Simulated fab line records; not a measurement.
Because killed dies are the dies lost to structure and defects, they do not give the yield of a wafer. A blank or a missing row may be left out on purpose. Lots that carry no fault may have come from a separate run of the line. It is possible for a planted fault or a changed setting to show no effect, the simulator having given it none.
Lot-split experiment / flow n5 finfet / 39 wafers read from 7 lots, route of 1938 steps

== THE SPLIT ITSELF ==
At N5_HKMG_FIN_ETCH_54 (etches SiARC in CF4, target depth 45.5 nm, time 75.8 s), the setting source w was moved away from the recipe's 545 W on 18 of the 39 wafers read, by -16.2% to +15.6%. For the rest of the wafers, this setting stayed at what the recipe calls for.

The reading is taken at the split's own step.

== THE READING ==
rf vpp V, in V, at N5_HKMG_FIN_ETCH_54 (etches SiARC in CF4, target depth 45.5 nm, time 75.8 s). Fault-free wafers of this fab line usually give 184.3 V, standard deviation 1.2 V.

wafer=L074.2; tool, chamber at the split=rie diel-06, 2; source w as run, W=545; against the recipe=recipe; rf vpp V, V=184.6; against lot-mates on the recipe=-
wafer=L074.4; tool, chamber at the split=rie diel-06, 3; source w as run, W=545; against the recipe=recipe; rf vpp V, V=184.9; against lot-mates on the recipe=-
wafer=L074.5; tool, chamber at the split=rie diel-06, 2; source w as run, W=545; against the recipe=recipe; rf vpp V, V=183.5; against lot-mates on the recipe=-
wafer=L077.1; tool, chamber at the split=rie diel-03, 1; source w as run, W=494.2; against the recipe=-9.3%; rf vpp V, V=192.0; against lot-mates on the recipe=+7.2
wafer=L077.2; tool, chamber at the split=rie diel-03, 2; source w as run, W=494.2; against the recipe=-9.3%; rf vpp V, V=192.5; against lot-mates on the recipe=+7.7
wafer=L077.3; tool, chamber at the split=rie diel-03, 3; source w as run, W=545; against the recipe=recipe; rf vpp V, V=182.7; against lot-mates on the recipe=-
wafer=L077.4; tool, chamber at the split=rie diel-03, 0; source w as run, W=494.2; against the recipe=-9.3%; rf vpp V, V=190.7; against lot-mates on the recipe=+5.9
wafer=L077.5; tool, chamber at the split=rie diel-03, 1; source w as run, W=545; against the recipe=recipe; rf vpp V, V=185.7; against lot-mates on the recipe=-
wafer=L077.6; tool, chamber at the split=rie diel-03, 0; source w as run, W=545; against the recipe=recipe; rf vpp V, V=186.1; against lot-mates on the recipe=-
wafer=L084.1; tool, chamber at the split=rie diel-03, 3; source w as run, W=600.4; against the recipe=+10.2%; rf vpp V, V=177.9; against lot-mates on the recipe=-6.7
wafer=L084.2; tool, chamber at the split=rie diel-03, 0; source w as run, W=545; against the recipe=recipe; rf vpp V, V=183.9; against lot-mates on the recipe=-
wafer=L084.3; tool, chamber at the split=rie diel-03, 1; source w as run, W=600.4; against the recipe=+10.2%; rf vpp V, V=179.8; against lot-mates on the recipe=-4.8
wafer=L084.4; tool, chamber at the split=rie diel-03, 2; source w as run, W=545; against the recipe=recipe; rf vpp V, V=184.7; against lot-mates on the recipe=-
wafer=L084.5; tool, chamber at the split=rie diel-03, 1; source w as run, W=600.4; against the recipe=+10.2%; rf vpp V, V=180.0; against lot-mates on the recipe=-4.6
wafer=L084.6; tool, chamber at the split=rie diel-03, 2; source w as run, W=545; against the recipe=recipe; rf vpp V, V=185.1; against lot-mates on the recipe=-
wafer=L086.1; tool, chamber at the split=rie diel-06, 0; source w as run, W=545; against the recipe=recipe; rf vpp V, V=184.4; against lot-mates on the recipe=-
wafer=L086.2; tool, chamber at the split=rie diel-06, 3; source w as run, W=545; against the recipe=recipe; rf vpp V, V=184.8; against lot-mates on the recipe=-
wafer=L086.3; tool, chamber at the split=rie diel-06, 1; source w as run, W=517.6; against the recipe=-5.0%; rf vpp V, V=185.9; against lot-mates on the recipe=+1.9
wafer=L086.4; tool, chamber at the split=rie diel-06, 2; source w as run, W=517.6; against the recipe=-5.0%; rf vpp V, V=186.8; against lot-mates on the recipe=+2.8
wafer=L086.5; tool, chamber at the split=rie diel-06, 2; source w as run, W=545; against the recipe=recipe; rf vpp V, V=182.9; against lot-mates on the recipe=-
wafer=L086.6; tool, chamber at the split=rie diel-06, 3; source w as run, W=517.6; against the recipe=-5.0%; rf vpp V, V=187.0; against lot-mates on the recipe=+3.0
wafer=L089.1; tool, chamber at the split=rie diel-06, 1; source w as run, W=456.8; against the recipe=-16.2%; rf vpp V, V=194.8; against lot-mates on the recipe=+11.5
wafer=L089.2; tool, chamber at the split=rie diel-06, 3; source w as run, W=545; against the recipe=recipe; rf vpp V, V=184.3; against lot-mates on the recipe=-
wafer=L089.3; tool, chamber at the split=rie diel-06, 2; source w as run, W=456.8; against the recipe=-16.2%; rf vpp V, V=196.6; against lot-mates on the recipe=+13.3
wafer=L089.4; tool, chamber at the split=rie diel-06, 0; source w as run, W=545; against the recipe=recipe; rf vpp V, V=183.2; against lot-mates on the recipe=-
wafer=L089.5; tool, chamber at the split=rie diel-06, 1; source w as run, W=545; against the recipe=recipe; rf vpp V, V=182.3; against lot-mates on the recipe=-
wafer=L089.6; tool, chamber at the split=rie diel-06, 2; source w as run, W=456.8; against the recipe=-16.2%; rf vpp V, V=194.8; against lot-mates on the recipe=+11.5
wafer=L092.1; tool, chamber at the split=rie diel-06, 0; source w as run, W=630; against the recipe=+15.6%; rf vpp V, V=175.4; against lot-mates on the recipe=-10.1
wafer=L092.2; tool, chamber at the split=rie diel-06, 1; source w as run, W=630; against the recipe=+15.6%; rf vpp V, V=173.7; against lot-mates on the recipe=-11.8
wafer=L092.3; tool, chamber at the split=rie diel-06, 2; source w as run, W=630; against the recipe=+15.6%; rf vpp V, V=175.1; against lot-mates on the recipe=-10.4
wafer=L092.4; tool, chamber at the split=rie diel-06, 3; source w as run, W=545; against the recipe=recipe; rf vpp V, V=184.4; against lot-mates on the recipe=-
wafer=L092.5; tool, chamber at the split=rie diel-06, 2; source w as run, W=545; against the recipe=recipe; rf vpp V, V=185.5; against lot-mates on the recipe=-
wafer=L092.6; tool, chamber at the split=rie diel-06, 3; source w as run, W=545; against the recipe=recipe; rf vpp V, V=186.5; against lot-mates on the recipe=-
wafer=L097.1; tool, chamber at the split=rie diel-03, 1; source w as run, W=468.3; against the recipe=-14.1%; rf vpp V, V=195.9; against lot-mates on the recipe=+10.8
wafer=L097.2; tool, chamber at the split=rie diel-03, 3; source w as run, W=468.3; against the recipe=-14.1%; rf vpp V, V=192.4; against lot-mates on the recipe=+7.3
wafer=L097.3; tool, chamber at the split=rie diel-03, 0; source w as run, W=468.3; against the recipe=-14.1%; rf vpp V, V=195.2; against lot-mates on the recipe=+10.1
wafer=L097.4; tool, chamber at the split=rie diel-03, 2; source w as run, W=545; against the recipe=recipe; rf vpp V, V=184.5; against lot-mates on the recipe=-
wafer=L097.5; tool, chamber at the split=rie diel-03, 2; source w as run, W=545; against the recipe=recipe; rf vpp V, V=185.0; against lot-mates on the recipe=-
wafer=L097.6; tool, chamber at the split=rie diel-03, 1; source w as run, W=545; against the recipe=recipe; rf vpp V, V=185.7; against lot-mates on the recipe=-

THE FIT
A straight line over all 39 wafers: rf vpp V changes by -0.649 V for each +1% of source w; r = -0.98; the points scatter about the line by 1.2 V.
The same after taking each lot's own level away (the mean of its wafers on the recipe; 39 wafers): -0.68 V for each +1%; r = -0.98; scatter 1.1 V.
Per that fit: largest source w move, reading shift of 11 V.
The lots' own levels span 183.27 to 185.47 V, that is 1.8 times the standard deviation above.
So the lot-to-lot level changes the slope little: the two slopes agree.
Check: with one of the wafers moved furthest among these (-16.2%) left out of the fit, the line predicts +11.1 V for it against its lot-mates. It came out at +11.5 V against them.
Tool readings at the split's step, against how far the setting was moved: etch rf on time s r = -0.98; rf vpp V r = -0.98.

== THE OTHER SPLITS THESE WAFERS WENT THROUGH ==
Note: prior to the reading, these wafers also went through further splits. Each is held against what the fit with the lots' levels taken away leaves over:
other split on the same wafers=N5_WELL_APT_EXPOSE_22 dose mj; wafers away from the commonest value=6; r with rf vpp V (lot level and that fit taken away)=+0.13
other split on the same wafers=N5_DUMMY_GATE_ETCH_37 source w; wafers away from the commonest value=9; r with rf vpp V (lot level and that fit taken away)=+0.05
other split on the same wafers=N5_SD_EPI_N_ETCH_35 source w; wafers away from the commonest value=15; r with rf vpp V (lot level and that fit taken away)=-0.24
other split on the same wafers=N5_SD_EPI_P_SD_RECESS_17 target depth a; wafers away from the commonest value=12; r with rf vpp V (lot level and that fit taken away)=+0.22

== THE WHOLE CHAIN: every reading that the file lists as answering this split, in the file's order ==
step=N5_HKMG_FIN_ETCH_54; what it does=etches SiARC in CF4, target depth 45.5 nm, time 75.8 s; reading=etch rf on time s; change (the file's fit)=withheld for each +1% of the setting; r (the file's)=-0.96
step=N5_HKMG_FIN_ETCH_54; what it does=etches SiARC in CF4, target depth 45.5 nm, time 75.8 s; reading=rf vpp V; change (the file's fit)=-0.684 V for each +1% of the setting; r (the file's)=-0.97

== THE FILE'S OWN FIT ==
rf vpp V changes by -0.684 V for each +1% of source w, r = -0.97.
